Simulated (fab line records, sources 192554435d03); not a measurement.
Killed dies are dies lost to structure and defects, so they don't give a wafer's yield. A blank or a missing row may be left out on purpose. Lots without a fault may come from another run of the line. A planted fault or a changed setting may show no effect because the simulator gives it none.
Chamber matching | flow n5_finfet | N5_BEOL_M10_DESCUM_33 on rie_diel-04: 4 sister chambers
The step chemistry O2, time 7.9 s. 8 wafers are shown with their chamber, then 8 later ones without.

WAFERS WITH THEIR CHAMBER
wafer  | chamber | showerhead_plenum_p_Torr (Torr) | drypump_motor_current_A (A)
L078.3 | 2       | 2.03                            | 5.7
L082.1 | 1       | 2.16                            | 5.9
L082.2 | 3       | 2.00                            | 6.2
L082.3 | 0       | 2.14                            | 6.7
L085.3 | 0       | 2.13                            | 6.7
L085.4 | 3       | 2.00                            | 6.2
L085.6 | 1       | 2.16                            | 5.8
L088.1 | 2       | 2.02                            | 5.7

WAFERS WITHOUT THEIR CHAMBER
wafer  | showerhead_plenum_p_Torr (Torr) | drypump_motor_current_A (A)
L088.3 | 1.99                            | 6.2
L088.5 | 2.02                            | 5.6
L092.2 | 2.15                            | 5.8
L092.5 | 2.13                            | 6.7
L092.6 | 2.15                            | 5.9
L094.1 | 2.13                            | 6.7
L094.4 | 1.99                            | 6.2
L094.6 | 2.15                            | 5.9

WHICH CHAMBER EACH WENT THROUGH
wafer  | from the rows above | in truth
L088.3 | 3                   | 3
L088.5 | 2                   | 2
L092.2 | 1                   | 1
L092.5 | 0                   | 0
L092.6 | 1                   | 1
L094.1 | 0                   | 0
L094.4 | 3                   | 3
L094.6 | 1                   | 1
Placed correctly: 8 of 8. Can't be placed from these rows: 0. Placed wrongly: 0.
How it was worked out, from the rows above alone: a wafer's distance from a chamber is the root of the sum, over the readings, of the square of ((its reading less the chamber's mean) divided by the reading's scatter). The wafer belongs to the nearest chamber; if the next one is less than 2 further off, it can't be placed. A chamber's mean is the mean of its shown wafers. The scatter: the root of (the sum of the squares of (reading less its chamber's mean) over the shown wafers, divided by (wafers less chambers)).
